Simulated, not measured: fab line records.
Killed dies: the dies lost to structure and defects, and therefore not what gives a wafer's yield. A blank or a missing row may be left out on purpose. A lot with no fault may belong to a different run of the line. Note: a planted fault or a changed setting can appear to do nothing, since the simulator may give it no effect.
Chamber matching || flow n5_finfet || N5_HKMG_FIN_STRIP_92 on rie_diel-05: 4 sister chambers
The step strips SOC in N2/H2, time 20 s. 8 wafers are shown with their chamber, then 9 later ones without.

WAFERS WITH THEIR CHAMBER
{"wafer": "L075.5", "chamber": 2, "drypump_motor_current_A (A)": 5.2, "throttle_valve_pct (%)": 18.42}
{"wafer": "L076.5", "chamber": 0, "drypump_motor_current_A (A)": 6.4, "throttle_valve_pct (%)": 18.64}
{"wafer": "L076.6", "chamber": 1, "drypump_motor_current_A (A)": 5.2, "throttle_valve_pct (%)": 18.86}
{"wafer": "L083.5", "chamber": 3, "drypump_motor_current_A (A)": 5.5, "throttle_valve_pct (%)": 18.90}
{"wafer": "L083.6", "chamber": 0, "drypump_motor_current_A (A)": 6.5, "throttle_valve_pct (%)": 18.66}
{"wafer": "L089.1", "chamber": 3, "drypump_motor_current_A (A)": 5.5, "throttle_valve_pct (%)": 18.94}
{"wafer": "L089.2", "chamber": 2, "drypump_motor_current_A (A)": 5.2, "throttle_valve_pct (%)": 18.02}
{"wafer": "L089.3", "chamber": 1, "drypump_motor_current_A (A)": 5.2, "throttle_valve_pct (%)": 18.89}

WAFERS MISSING THEIR CHAMBER
{"wafer": "L094.2", "drypump_motor_current_A (A)": 5.2, "throttle_valve_pct (%)": 18.52}
{"wafer": "L094.3", "drypump_motor_current_A (A)": 6.4, "throttle_valve_pct (%)": 18.71}
{"wafer": "L094.6", "drypump_motor_current_A (A)": 5.6, "throttle_valve_pct (%)": 18.96}
{"wafer": "L092.4", "drypump_motor_current_A (A)": 5.6, "throttle_valve_pct (%)": 18.95}
{"wafer": "L092.5", "drypump_motor_current_A (A)": 5.2, "throttle_valve_pct (%)": 18.54}
{"wafer": "L092.6", "drypump_motor_current_A (A)": 6.4, "throttle_valve_pct (%)": 18.72}
{"wafer": "L096.1", "drypump_motor_current_A (A)": 5.6, "throttle_valve_pct (%)": 18.96}
{"wafer": "L096.3", "drypump_motor_current_A (A)": 5.1, "throttle_valve_pct (%)": 18.54}
{"wafer": "L096.5", "drypump_motor_current_A (A)": 5.6, "throttle_valve_pct (%)": 18.96}

THE CHAMBER EACH PASSED THROUGH
{"wafer": "L094.2", "from the rows above": "can't be placed: 2 or 1", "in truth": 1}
{"wafer": "L094.3", "from the rows above": 0, "in truth": 0}
{"wafer": "L094.6", "from the rows above": 3, "in truth": 3}
{"wafer": "L092.4", "from the rows above": 3, "in truth": 3}
{"wafer": "L092.5", "from the rows above": "can't be placed: 2 or 1", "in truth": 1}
{"wafer": "L092.6", "from the rows above": 0, "in truth": 0}
{"wafer": "L096.1", "from the rows above": 3, "in truth": 3}
{"wafer": "L096.3", "from the rows above": "can't be placed: 2 or 1", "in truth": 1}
{"wafer": "L096.5", "from the rows above": 3, "in truth": 3}
Placed correctly: 6 of 9. These rows do not allow placing 3 (true chamber among the candidates in 3). Wrongly placed: 0.
How it was worked out, from the rows above alone: a wafer's distance from a chamber is the root of the sum, over the readings, of the square of ((its reading less the chamber's mean) divided by the reading's scatter). The wafer belongs to the nearest chamber; if the next one is less than 2 further off, it can't be placed. A chamber's mean is the mean of its shown wafers. The scatter is the square root of a quotient: the sum, over the shown wafers, of each reading's squared deviation from its chamber's mean, divided by wafers minus chambers.
